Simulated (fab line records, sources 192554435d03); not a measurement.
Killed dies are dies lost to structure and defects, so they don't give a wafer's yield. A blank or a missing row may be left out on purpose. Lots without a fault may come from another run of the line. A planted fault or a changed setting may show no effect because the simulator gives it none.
Chamber matching | flow n5_finfet | N5_FIN_SAQP_ETCH_65 on rie_si-04: 4 sister chambers
The step etches SiO2 in CF4, target depth 4 nm, time 4.4 s. 16 wafers are shown with their chamber, then 8 later ones without.

WAFERS WITH THEIR CHAMBER
wafer  | chamber | drypump_motor_current_A (A) | throttle_valve_pct (%) | oes_product_au (a.u.)
L076.1 | 3       | 6.3                         | 21.63                  | 1.015
L076.3 | 0       | 5.9                         | 21.43                  | 1.025
L076.4 | 2       | 5.0                         | 21.47                  | 1.015
L078.1 | 2       | 5.0                         | 21.46                  | 1.014
L078.2 | 0       | 5.9                         | 21.43                  | 1.007
L078.3 | 3       | 6.3                         | 21.62                  | 1.010
L078.4 | 1       | 6.3                         | 21.76                  | 1.025
L078.5 | 3       | 6.3                         | 21.63                  | 1.007
L078.6 | 2       | 4.9                         | 21.45                  | 1.007
L082.1 | 2       | 4.9                         | 21.48                  | 1.019
L082.4 | 3       | 6.3                         | 21.62                  | 0.996
L082.6 | 2       | 4.9                         | 21.47                  | 1.023
L085.2 | 1       | 6.3                         | 21.75                  | 1.035
L085.5 | 2       | 4.9                         | 21.47                  | 1.034
L085.6 | 1       | 6.3                         | 21.78                  | 1.031
L086.1 | 3       | 6.3                         | 21.63                  | 1.002

SIGNATURES (means of the wafers above)
reading                 | chamber 0 | chamber 1 | chamber 2 | chamber 3 | scatter within a chamber
drypump_motor_current_A | 5.900     | 6.300     | 4.933     | 6.300     | 0.0333
throttle_valve_pct      | 21.4300   | 21.7633   | 21.4667   | 21.6260   | 0.00966
oes_product_au          | 1.01600   | 1.03033   | 1.01867   | 1.00600   | 0.00843
Rule: a wafer's distance from a chamber is the root of the sum, over the readings, of the square of ((its reading less the chamber's mean) divided by the reading's scatter). The wafer belongs to the nearest chamber; if the next one is less than 2 further off, it can't be placed. The scatter: the root of (the sum of the squares of (reading less its chamber's mean) over the shown wafers, divided by (wafers less chambers)).

WAFERS WITHOUT THEIR CHAMBER
wafer  | drypump_motor_current_A (A) | throttle_valve_pct (%) | oes_product_au (a.u.)
L086.2 | 5.0                         | 21.46                  | 1.010
L086.3 | 5.9                         | 21.43                  | 0.999
L086.4 | 4.9                         | 21.47                  | 1.012
L086.5 | 6.3                         | 21.63                  | 1.006
L086.6 | 5.9                         | 21.45                  | 1.002
L089.4 | 5.0                         | 21.46                  | 1.023
L089.5 | 5.9                         | 21.43                  | 1.019
L089.6 | 6.3                         | 21.78                  | 1.032

WHICH CHAMBER EACH WENT THROUGH
wafer  | from the rows above | in truth
L086.2 | 2                   | 2
L086.3 | 0                   | 0
L086.4 | 2                   | 2
L086.5 | 3                   | 3
L086.6 | 0                   | 0
L089.4 | 2                   | 2
L089.5 | 0                   | 0
L089.6 | 1                   | 1
Placed correctly: 8 of 8. Can't be placed from these rows: 0. Placed wrongly: 0.
